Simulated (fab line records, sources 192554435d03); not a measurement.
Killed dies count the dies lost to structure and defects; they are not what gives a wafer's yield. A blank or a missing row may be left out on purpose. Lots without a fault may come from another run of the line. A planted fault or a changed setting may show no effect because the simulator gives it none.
A single fault, viewed from 3 desks | flow n5Finfet | numbers are kept per desk, each desk with only its own; the story behind them comes last

## DESK OF THE TOOL OWNER: rieDiel-04
The tool's own readings at N5_DUMMY_GATE_DESCUM_20 (chemistry O2, time 6.2 s): means of the sampled wafers that have a number, for each lot that ran on this tool. Marked OUT: a lot whose mean sits more than 4 standard deviations from the usual mean, which makes it out of limits; the brackets give that distance.
Columns: A = drypumpMotorCurrentA at N5_DUMMY_GATE_DESCUM_20, usual 5.7 A; B = oesProductAu at N5_DUMMY_GATE_DESCUM_20, usual 0.79 a.u.; C = rfVppV at N5_DUMMY_GATE_DESCUM_20, usual 243.2 V; D = showerheadPlenumPTorr at N5_DUMMY_GATE_DESCUM_20, usual 2.10 Torr; E = throttleValvePct at N5_DUMMY_GATE_DESCUM_20, usual 20.51 %
lot  | first seen here | A   | B    | C     | D    | E
L198 | day 6 13:20     | 5.7 | 0.83 | 243.2 | 2.06 | 20.43
L204 | day 7 23:56     | 6.1 | 0.85 | 242.5 | 2.09 | 20.46
L205 | day 8 05:35     | 5.7 | 0.86 | 243.7 | 2.10 | 20.41
Result from this desk: across the 3 lots, nothing is out of limits.

## THE METROLOGY DESK
Means of the sampled wafers that have a number, per lot and without regard to the tool the lot ran on: this is what the gauges read. Marked OUT: a lot whose mean sits more than 4 standard deviations from the usual mean, which makes it out of limits; the brackets give that distance. 7 of its 12 readings are shown, namely those furthest out on some lot.
Columns: A = cdNm at N5_DUMMY_GATE_CD_MEAS_15, usual 24.97 nm; B = IOFF_P at N5_BEOL_M4_RC_MEAS_101, usual 0.24 nA/um; C = ION_P at N5_BEOL_M4_RC_MEAS_101, usual 469 uA/um; D = SS_N at N5_BEOL_M4_RC_MEAS_101, usual 71.7 mV/dec; E = SS_P at N5_BEOL_M4_RC_MEAS_101, usual 73.6 mV/dec; F = VT_N at N5_BEOL_M4_RC_MEAS_101, usual 249 mV; G = VT_P at N5_BEOL_M4_RC_MEAS_101, usual -248 mV
lot  | first seen here | A     | B    | C   | D    | E    | F   | G
L193 | day 5 05:52     | 24.97 | 0.22 | 467 | 71.9 | 73.4 | 251 | -250
L198 | day 6 13:08     | 24.66 | 0.23 | 468 | 72.2 | 73.8 | 252 | -250
L202 | day 7 10:25     | 24.96 | 0.17 | 452 | 70.9 | 72.7 | 252 | -256
L204 | day 7 23:48     | 25.09 | 0.26 | 471 | 71.8 | 74.3 | 247 | -247
L205 | day 8 05:26     | 25.01 | 0.25 | 474 | 71.8 | 73.8 | 245 | -245
L206 | day 8 12:32     | 25.09 | 0.21 | 469 | 71.4 | 72.9 | 252 | -249
Result from this desk: across the 6 lots, nothing is out of limits.

## THE DEFECT DESK
What the inspections along the route counted, lot by lot: means of the sampled wafers that have a number. Marked OUT: a lot whose mean sits more than 4 standard deviations from the usual mean, which makes it out of limits; the brackets give that distance.
Columns: A = rawDefectCount at N5_DUMMY_GATE_INSPECT_17, usual 191
lot  | first seen here | A
L193 | day 5 05:58     | 232
L198 | day 6 13:14     | 203
L202 | day 7 10:31     | 169
L204 | day 7 23:54     | 159
L205 | day 8 05:31     | 259
L206 | day 8 12:38     | 169
Result from this desk: across the 6 lots, nothing is out of limits.

## ALL TOGETHER
Nothing out of limits was seen by the tool owner's desk.
Metrology desk: nothing out of limits seen.
Nothing out of limits was seen by the defect desk.

## WHAT HAD BEEN PUT IN BY THE SIMULATOR
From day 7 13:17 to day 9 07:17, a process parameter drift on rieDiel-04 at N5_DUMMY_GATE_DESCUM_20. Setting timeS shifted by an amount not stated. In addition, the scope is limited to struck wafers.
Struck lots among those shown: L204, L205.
